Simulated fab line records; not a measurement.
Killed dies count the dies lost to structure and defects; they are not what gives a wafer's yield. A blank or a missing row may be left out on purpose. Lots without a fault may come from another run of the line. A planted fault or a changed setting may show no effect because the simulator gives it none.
Matching of chambers || flow n5 finfet || N5_BEOL_M11_VIA_ETCH_34 on rie diel-01 has 4 sister chambers
The step etches SiCOH lowk in C4F6/O2, target depth 184.5 nm, time 69.2 s. 8 wafers are shown with their chamber, then 10 later ones without.

EACH WAFER AND ITS CHAMBER
{"wafer": "L078.3", "chamber": 0, "showerhead plenum p Torr (Torr)": 2.86, "rf vpp V (V)": 642}
{"wafer": "L082.1", "chamber": 1, "showerhead plenum p Torr (Torr)": 2.88, "rf vpp V (V)": 674}
{"wafer": "L082.4", "chamber": 3, "showerhead plenum p Torr (Torr)": 2.71, "rf vpp V (V)": 651}
{"wafer": "L085.2", "chamber": 1, "showerhead plenum p Torr (Torr)": 2.88, "rf vpp V (V)": 675}
{"wafer": "L085.3", "chamber": 2, "showerhead plenum p Torr (Torr)": 2.78, "rf vpp V (V)": 670}
{"wafer": "L085.6", "chamber": 2, "showerhead plenum p Torr (Torr)": 2.78, "rf vpp V (V)": 672}
{"wafer": "L086.1", "chamber": 3, "showerhead plenum p Torr (Torr)": 2.71, "rf vpp V (V)": 652}
{"wafer": "L086.2", "chamber": 0, "showerhead plenum p Torr (Torr)": 2.85, "rf vpp V (V)": 643}

WAFERS MISSING THEIR CHAMBER
{"wafer": "L086.4", "showerhead plenum p Torr (Torr)": 2.78, "rf vpp V (V)": 671}
{"wafer": "L087.2", "showerhead plenum p Torr (Torr)": 2.88, "rf vpp V (V)": 676}
{"wafer": "L087.3", "showerhead plenum p Torr (Torr)": 2.71, "rf vpp V (V)": 653}
{"wafer": "L087.6", "showerhead plenum p Torr (Torr)": 2.78, "rf vpp V (V)": 671}
{"wafer": "L092.2", "showerhead plenum p Torr (Torr)": 2.70, "rf vpp V (V)": 651}
{"wafer": "L092.4", "showerhead plenum p Torr (Torr)": 2.85, "rf vpp V (V)": 640}
{"wafer": "L092.6", "showerhead plenum p Torr (Torr)": 2.70, "rf vpp V (V)": 649}
{"wafer": "L095.1", "showerhead plenum p Torr (Torr)": 2.78, "rf vpp V (V)": 671}
{"wafer": "L095.2", "showerhead plenum p Torr (Torr)": 2.70, "rf vpp V (V)": 651}
{"wafer": "L095.4", "showerhead plenum p Torr (Torr)": 2.78, "rf vpp V (V)": 672}

WHICH CHAMBER EACH WENT THROUGH
{"wafer": "L086.4", "from the rows above": 2, "in truth": 2}
{"wafer": "L087.2", "from the rows above": 1, "in truth": 1}
{"wafer": "L087.3", "from the rows above": 3, "in truth": 3}
{"wafer": "L087.6", "from the rows above": 2, "in truth": 2}
{"wafer": "L092.2", "from the rows above": 3, "in truth": 3}
{"wafer": "L092.4", "from the rows above": 0, "in truth": 0}
{"wafer": "L092.6", "from the rows above": 3, "in truth": 3}
{"wafer": "L095.1", "from the rows above": 2, "in truth": 2}
{"wafer": "L095.2", "from the rows above": 3, "in truth": 3}
{"wafer": "L095.4", "from the rows above": 2, "in truth": 2}
Correctly placed: 10 of 10. Number that these rows cannot place: 0. Number placed wrongly: 0.
How it was worked out, from the rows above alone: a wafer's distance from a chamber is the root of the sum, over the readings, of the square of ((its reading less the chamber's mean) divided by the reading's scatter). The wafer belongs to the nearest chamber; if the next one is less than 2 further off, it can't be placed. Each chamber's mean is taken over the wafers shown for it. How the scatter is found: for the shown wafers, subtract from each reading the mean of its chamber, square and add these, divide the total by (wafers less chambers), then take the root.
